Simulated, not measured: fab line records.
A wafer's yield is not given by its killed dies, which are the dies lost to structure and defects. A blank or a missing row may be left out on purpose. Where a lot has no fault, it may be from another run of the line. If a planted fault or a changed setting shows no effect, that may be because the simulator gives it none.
2 desks looking at one fault    flow n5Finfet    each desk has only its own numbers; what lay behind them comes last

== AT THE METROLOGY DESK ==
What the gauges read, lot by lot, whatever tool the lot ran on: means of the sampled wafers that have a number. The brackets show how far a lot's mean lies from the usual mean; more than 4 standard deviations puts the lot out of limits, marked OUT.
Columns: A = cdNm at N5_BEOL_M6_CD_MEAS_18, usual 40.0 nm
lot   first seen here  A
L593  day 9 15:00      39.8
L594  day 9 20:18      39.9
L597  day 9 23:11      39.8
L596  day 10 04:05     40.8
L595  day 10 07:17     40.9
L598  day 10 10:42     39.4
L601  day 11 07:27     39.5
L605  day 12 08:27     40.1
L612  day 13 18:57     39.3
L613  day 14 17:04     39.9
L614  day 14 20:44     40.1
This desk's finding: nothing out of limits on any of the 11 lots.

== THE TOOL OWNER'S DESK: lithoTrack-01 ==
The tool's own readings at N5_BEOL_M6_COAT_63 (time 60 s, resist thk 60 nm): means of the sampled wafers that have a number, for each lot that ran on this tool. The brackets show how far a lot's mean lies from the usual mean; more than 4 standard deviations puts the lot out of limits, marked OUT.
Columns: A = spinSpeedRpm at N5_BEOL_M6_COAT_63, usual 1500.0 rpm
lot   first seen here  A
L594  day 9 20:23      1500.1
L597  day 10 00:14     1499.1
L596  day 10 04:38     1499.2
L598  day 10 10:58     1500.6
L601  day 11 07:52     1558.0 (+48) OUT
L605  day 12 09:28     1558.0 (+48) OUT
This desk's finding: out of limits on L601, L605; first on L601, day 11 07:52 (spinSpeedRpm at N5_BEOL_M6_COAT_63). In limits: L594, L597, L596, L598.

== TAKEN TOGETHER ==
The tool owner's desk had the chance to raise an alarm at day 11 07:52 on L601, L605.
The metrology desk saw nothing out of limits.
The metrology desk holds a record of L601, L605, inside its limits.
Of the lots named, all ran N5_BEOL_M6_COAT_63 on lithoTrack-01.

== WHAT THE SIMULATOR PUT IN ==
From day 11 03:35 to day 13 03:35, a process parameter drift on lithoTrack-01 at N5_BEOL_M6_COAT_63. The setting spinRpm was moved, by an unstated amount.
Struck lots among those shown: L601, L605.
Time in hours from fault onset to the first out-of-limits reading at each desk: the tool owner's desk, 4.
